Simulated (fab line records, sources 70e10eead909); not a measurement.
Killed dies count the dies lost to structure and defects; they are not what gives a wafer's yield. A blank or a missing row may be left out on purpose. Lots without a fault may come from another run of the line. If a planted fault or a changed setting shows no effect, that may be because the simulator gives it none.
Which tool did it? | flow nand-harc | Sampling: 7 lots, 21 wafers, 5 of 1302 route steps

WHAT THE GAUGES SHOWED, per wafer
NHARC_END_SORT_01.
lot  | measured     | on        | killed-at-array
L783 | day 30 19:19 | prober-02 | 548 561 562

TOOL THAT RAN EACH LOT (tool first, then ch and the chambers of the sampled wafers, then the start)
lot  | NHARC_A_STAIRCASE_CVD_552   | NHARC_A_BONDPAD_PVD_27   | NHARC_THIN_TSV_PRE_CLEAN_50 | NHARC_THIN_TSV_PVD_19
L767 | lpcvd-01 ch 1, day 17 20:07 | pvd-sputter-03, no start | pvd-sputter-01, no start    | pvd-sputter-01, no start
L769 | lpcvd-01 ch 0, day 19 02:31 | pvd-sputter-03, no start | pvd-sputter-01, no start    | pvd-sputter-01, no start
L771 | lpcvd-01 ch 0, day 19 21:10 | pvd-sputter-03, no start | pvd-sputter-03, no start    | pvd-sputter-03, no start
L774 | lpcvd-01 ch 0, day 20 13:31 | pvd-sputter-03, no start | pvd-sputter-03, no start    | pvd-sputter-03, no start
L783 | lpcvd-01 ch 0, day 24 01:02 | -                        | -                           | -
L786 | lpcvd-02 ch 0, day 25 23:18 | pvd-sputter-01, no start | pvd-sputter-01, no start    | pvd-sputter-01, no start
L789 | lpcvd-02 ch 1, day 26 23:31 | pvd-sputter-02, no start | pvd-sputter-02, no start    | pvd-sputter-02, no start
- NHARC_A_STAIRCASE_CVD_552: deposits SiNx, target thk 40 nm.
- NHARC_A_BONDPAD_PVD_27: deposits Cu, target thk 30 nm, time 20.49 s.
- NHARC_THIN_TSV_PRE_CLEAN_50: time 30 s.
- NHARC_THIN_TSV_PVD_19: deposits TaN, target thk 20 nm.

THE ANSWER, worked out from the rows above alone
Rule: usual is defined by the lots themselves. Put in order of their means at a reading, lots are off if they are a third of the lots or fewer, leave a main group of 4 or more, and stand apart from it by a gap of 3 or more times the standard deviation of the main group's means; of several such gaps the widest counts. A main group is skipped when, at the precision printed for the reading in the tables above, its means are all equal. Also off: a lot with no number at a reading for which 4 or more lots have one. Any other lot the step has rows for is counted as sound.
No lot is off on any of the readings shown, so nothing can be concluded from this.

WHAT THE SIMULATOR HAD INSERTED
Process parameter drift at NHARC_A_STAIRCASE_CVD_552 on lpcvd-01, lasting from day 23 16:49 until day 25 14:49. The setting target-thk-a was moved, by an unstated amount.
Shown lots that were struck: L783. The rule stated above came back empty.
